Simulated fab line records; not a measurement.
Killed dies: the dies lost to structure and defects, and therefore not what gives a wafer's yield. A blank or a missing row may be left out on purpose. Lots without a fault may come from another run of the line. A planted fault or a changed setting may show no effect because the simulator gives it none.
Which tool did it? -- flow nand_harc -- 42 wafers from 14 lots sampled at 4 of the route's 1302 steps

WHAT THE GAUGES SHOWED, per wafer
NHARC_P_ZERO_WELL_CD_MEAS_37: target cd 720 nm. Usual: cd_nm reads 719.5 nm (standard deviation 1.3).
lot,measured,on,cd_nm (nm),flag
L640,day 2 00:10,cd_sem-02,716.9 719.2 718.6,
L641,day 2 10:15,cd_sem-01,718.0 718.3 717.3,
L643,day 3 06:08,cd_sem-01,718.3 718.9 719.8,
L646,day 4 12:10,cd_sem-03,718.5 718.2 720.2,
L648,day 5 08:49,cd_sem-02,719.8 720.6 718.8,
L649,day 5 18:08,cd_sem-03,719.8 721.3 720.3,
L650,day 6 04:19,cd_sem-02,716.7 719.0 717.7,
L651,day 6 14:14,cd_sem-01,719.6 719.5 718.9,
L652,day 7 00:23,cd_sem-02,718.0 720.4 716.9,
L653,day 7 19:07,cd_sem-01,718.4 719.0 718.8,
L654,day 7 20:10,cd_sem-03,718.6 720.3 719.4,
L655,day 8 06:13,cd_sem-02,- - -,OFF
L656,day 8 16:26,cd_sem-03,- - -,OFF
L661,day 10 18:04,cd_sem-01,721.0 720.2 722.6,

NHARC_P_ZERO_WELL_INSPECT_43. Usual: raw_defect_count reads 12 (standard deviation 6.1).
lot,measured,on,raw_defect_count,flag
L640,day 2 03:31,defect_inspect-01,22 32 19,
L641,day 2 13:35,defect_inspect-01,13 21 16,
L643,day 3 09:34,defect_inspect-02,7 4 9,
L646,day 4 15:38,defect_inspect-02,20 15 10,
L648,day 5 12:55,defect_inspect-01,7 7 7,
L649,day 5 21:37,defect_inspect-02,11 7 10,
L650,day 6 07:47,defect_inspect-01,10 8 8,
L651,day 6 17:34,defect_inspect-02,14 4 17,
L652,day 7 20:27,defect_inspect-01,9 15 16,
L653,day 7 22:33,defect_inspect-02,17 22 10,
L654,day 7 23:29,defect_inspect-01,16 9 4,
L655,day 8 09:40,defect_inspect-02,1069 1117 1037,OFF
L656,day 8 19:52,defect_inspect-01,1124 1052 1077,OFF
L661,day 10 21:32,defect_inspect-01,8 1 19,

WHAT TOOL EACH LOT RAN ON (gives the tool, then ch and the chambers of the sampled wafers, and finally the start)
lot,NHARC_P_ZERO_WELL_DESCUM_26,NHARC_P_ZERO_WELL_EXPOSE_34
L640,"rie_diel-04 ch 1,2,3, day 1 22:41","krf_scanner-01 ch 0, day 2 00:01"
L641,"rie_diel-07 ch 0,1, day 2 08:46","krf_scanner-02 ch 0, day 2 10:06"
L643,"rie_diel-07 ch 0,1, day 3 04:45","krf_scanner-01 ch 0, day 3 05:58"
L646,"rie_diel-01 ch 0,2, day 4 10:50","krf_scanner-02 ch 0, day 4 12:01"
L648,"rie_diel-07 ch 0,2,3, day 5 07:22","krf_scanner-01 ch 0, day 5 08:40"
L649,"rie_diel-04 ch 0,3, day 5 16:46","krf_scanner-01 ch 0, day 5 17:59"
L650,"rie_diel-01 ch 0,1,3, day 6 02:50","krf_scanner-04 ch 0, day 6 04:10"
L651,"rie_diel-01 ch 1,2,3, day 6 12:46","krf_scanner-01 ch 0, day 6 14:05"
L652,"rie_diel-01 ch 0,2,3, day 6 22:55","krf_scanner-04 ch 0, day 7 00:14"
L653,"rie_diel-01 ch 0,2,3, day 7 08:34","krf_scanner-04 ch 0, day 7 18:58"
L654,"rie_diel-01 ch 0,1, day 7 18:49","krf_scanner-04 ch 0, day 7 20:01"
L655,"rie_diel-01 ch 0,1,3, day 8 04:47","krf_scanner-02, day 8 06:04"
L656,"rie_diel-07 ch 0,1, day 8 14:57","krf_scanner-01, day 8 16:17"
L661,"rie_diel-04 ch 0,1,2, day 10 16:43","krf_scanner-01 ch 0, day 10 17:55"
- NHARC_P_ZERO_WELL_DESCUM_26: chemistry O2, time 3 s.
- NHARC_P_ZERO_WELL_EXPOSE_34: exposes mask P PWELL, target cd 720 nm.

AS READ BY THE TOOLS THEMSELVES (means over the sampled wafers that have a number; for cases with no such wafer, the mark the record gives instead)
NHARC_P_ZERO_WELL_DESCUM_26. Usual: drypump_motor_current_A 5.6 A, standard deviation 0.49; oes_product_au 1.003 a.u., standard deviation 0.0084; rf_vpp_V 57.8 V, standard deviation 0.86; showerhead_plenum_p_Torr 1.92 Torr, standard deviation 0.069; throttle_valve_pct 11.311 %, standard deviation 0.0088.
lot,tool,drypump_motor_current_A (A),oes_product_au (a.u.),rf_vpp_V (V),showerhead_plenum_p_Torr (Torr),throttle_valve_pct (%),flag
L640,rie_diel-04,5.7,0.986,57.4,1.88,11.309,
L641,rie_diel-07,5.9,1.005,58.3,1.94,11.314,
L643,rie_diel-07,6.1,1.005,57.5,1.92,11.312,
L646,rie_diel-01,5.5,1.001,57.7,1.91,11.306,
L648,rie_diel-07,6.1,1.005,58.6,1.95,11.315,
L649,rie_diel-04,6.0,0.999,57.6,1.85,11.317,
L650,rie_diel-01,5.3,1.001,57.3,1.90,11.315,
L651,rie_diel-01,5.1,1.001,58.0,1.92,11.316,
L652,rie_diel-01,5.3,0.993,57.5,1.95,11.308,
L653,rie_diel-01,5.3,1.007,58.2,1.95,11.309,
L654,rie_diel-01,5.5,1.002,57.6,1.85,11.313,
L655,rie_diel-01,5.3,1.007,58.1,1.89,11.312,
L656,rie_diel-07,5.9,0.999,57.4,1.92,11.311,
L661,rie_diel-04,5.5,1.004,57.2,1.89,11.311,

NHARC_P_ZERO_WELL_EXPOSE_34. Usual: exposure_dose_mJ_cm2 22.306, standard deviation 0.025; focus_offset_nm 0.1 nm, standard deviation 0.46; reticle_temp_C 22.99 C, standard deviation 0.12.
lot,tool,exposure_dose_mJ_cm2,focus_offset_nm (nm),reticle_temp_C (C),flag
L640,krf_scanner-01,22.297,-0.1,23.01,
L641,krf_scanner-02,22.333,-0.3,23.01,
L643,krf_scanner-01,22.285,0.3,22.92,
L646,krf_scanner-02,22.338,0.8,22.87,
L648,krf_scanner-01,22.315,0.2,23.14,
L649,krf_scanner-01,22.288,0.3,23.06,
L650,krf_scanner-04,22.268,0.2,23.01,
L651,krf_scanner-01,22.319,0.3,23.13,
L652,krf_scanner-04,22.268,0.2,22.93,
L653,krf_scanner-04,22.290,0.1,23.05,
L654,krf_scanner-04,22.303,-0.4,22.82,
L655,krf_scanner-02,-,-,-,OFF
L656,krf_scanner-01,-,-,-,OFF
L661,krf_scanner-01,22.335,-0.1,22.98,

THE ANSWER, worked out from the rows above alone
Rule: a lot is off if the mean of its wafers that have a number lies more than 3 standard deviations from the usual mean. Also off: a lot with no number at a reading for which 4 or more lots have one. All remaining lots with rows at the step are treated as sound. The gauges are gone through in route order, then the tools' own readings, and for those a lot's mean is taken as printed above. The first step at which some lot is off is used, and at that step the reading that is off furthest; a lot without a number counts as furthest.
Off: L655, L656 (NHARC_P_ZERO_WELL_CD_MEAS_37, cd_nm). Without a number there: L655, L656.
A tool fits if, at a process step before that reading, it ran every lot that is off, and no sound lot after the first of them. The gauges at NHARC_P_ZERO_WELL_CD_MEAS_37 aren't tried: what is off there is off at NHARC_P_ZERO_WELL_INSPECT_43 too, on other tools, and a gauge's error can't cause that. No candidate that was tried fits.

WHAT HAD BEEN PUT IN BY THE SIMULATOR
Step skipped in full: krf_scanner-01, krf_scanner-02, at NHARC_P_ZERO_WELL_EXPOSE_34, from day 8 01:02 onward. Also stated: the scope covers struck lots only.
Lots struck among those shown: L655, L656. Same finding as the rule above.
